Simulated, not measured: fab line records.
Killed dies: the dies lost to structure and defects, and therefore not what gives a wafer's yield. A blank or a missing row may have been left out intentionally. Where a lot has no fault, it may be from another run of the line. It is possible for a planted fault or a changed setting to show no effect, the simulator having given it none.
Tool commonality check / flow nand harc / Sample size 2 lots and 4 wafers

== WHAT PROMPTED THE OPENING ==
Flagged at NHARC_END_SORT_01: reading killed at array, on 2 of 2 lots. Fault-free wafers read 54, with a standard deviation of 16.
Rule: a lot is flagged in two cases, either no wafer of it has a number, or all its wafers with numbers fall more than 4 standard deviations from that mean. As for the other lots, they are considered sound.

lot=L667; measured=day 27 05:14; on=prober-02; killed at array, wafer by wafer=673 675; flag=FLAGGED
lot=L669; measured=day 28 03:55; on=prober-01; killed at array, wafer by wafer=673 672; flag=FLAGGED
Average over the flagged lots: 673; offset from the usual +619, equal to +39 standard deviations.

== WHICH TOOL EACH LOT WENT THROUGH ==
3 process steps preceding the reading are held in the record, out of 1302 steps in the route. Cell contents, in order: the tool; ch with the chambers the sampled wafers went through; the start.
lot=L667; flag=FLAGGED; NHARC_A_BLC_ETCH_17=rie diel-02 ch 0,2, day 25 08:44 or earlier; NHARC_A_BLC_PVD_32=pvd sputter-02, day 25 08:44 or earlier; NHARC_A_BLC_ALD_23=ald metal-01 ch 2,3, day 25 08:44
lot=L669; flag=FLAGGED; NHARC_A_BLC_ETCH_17=rie diel-11 ch 1,2, day 26 03:40 or earlier; NHARC_A_BLC_PVD_32=pvd sputter-02, day 26 03:40 or earlier; NHARC_A_BLC_ALD_23=ald metal-01 ch 0,2, day 26 03:40
What these steps do:
- NHARC_A_BLC_ETCH_17: etches the open film in N2/H2, target depth 390 nm, time 609.38 s.
- NHARC_A_BLC_PVD_32: deposits Ti, target thk 5 nm, time 17.7 s.
- NHARC_A_BLC_ALD_23: deposits TiN, target thk 3 nm, pulse time 1 s, ald cycles 150.
- NHARC_END_SORT_01

== FLAGGED AGAINST TOTAL, ONE TOOL AT A TIME (gauges that did the reading follow at the end) ==
step=NHARC_A_BLC_ETCH_17; tool=rie diel-02; lots run=1; flagged=1; share of the flagged lots=some; sound lots run after its first flagged lot=0
step=NHARC_A_BLC_ETCH_17; tool=rie diel-11; lots run=1; flagged=1; share of the flagged lots=some; sound lots run after its first flagged lot=0
step=NHARC_A_BLC_PVD_32; tool=pvd sputter-02; lots run=2; flagged=2; share of the flagged lots=all; sound lots run after its first flagged lot=0
step=NHARC_A_BLC_ALD_23; tool=ald metal-01; lots run=2; flagged=2; share of the flagged lots=all; sound lots run after its first flagged lot=0
step=NHARC_END_SORT_01; tool=prober-01; lots run=1; flagged=1; share of the flagged lots=some; sound lots run after its first flagged lot=0
step=NHARC_END_SORT_01; tool=prober-02; lots run=1; flagged=1; share of the flagged lots=some; sound lots run after its first flagged lot=0
NHARC_A_BLC_ETCH_17: start missing for some lots; hours and lot order therefore follow NHARC_A_BLC_ALD_23. NHARC_A_BLC_PVD_32: start missing for some lots; hours and lot order therefore follow NHARC_A_BLC_ALD_23.

== WHAT THE TABLE ALLOWS ==
Table rows that saw every flagged lot: 2, namely pvd sputter-02 at NHARC_A_BLC_PVD_32 and ald metal-01 at NHARC_A_BLC_ALD_23.
- pvd sputter-02 at NHARC_A_BLC_PVD_32 ran 2 lots, 2 of them flagged. The start can't be narrowed down: in this sample, it ran no sound lot prior to its first flagged lot.
- ald metal-01 at NHARC_A_BLC_ALD_23 ran 2 lots, 2 of them flagged. The start can't be narrowed down: in this sample, it ran no sound lot prior to its first flagged lot.
Because each of these 2 tools fits a fault that began at some hour, counting lots does not separate them. More lots, or a look at what each step does to the wafer, might.

== WHAT THE SIMULATOR PUT IN ==
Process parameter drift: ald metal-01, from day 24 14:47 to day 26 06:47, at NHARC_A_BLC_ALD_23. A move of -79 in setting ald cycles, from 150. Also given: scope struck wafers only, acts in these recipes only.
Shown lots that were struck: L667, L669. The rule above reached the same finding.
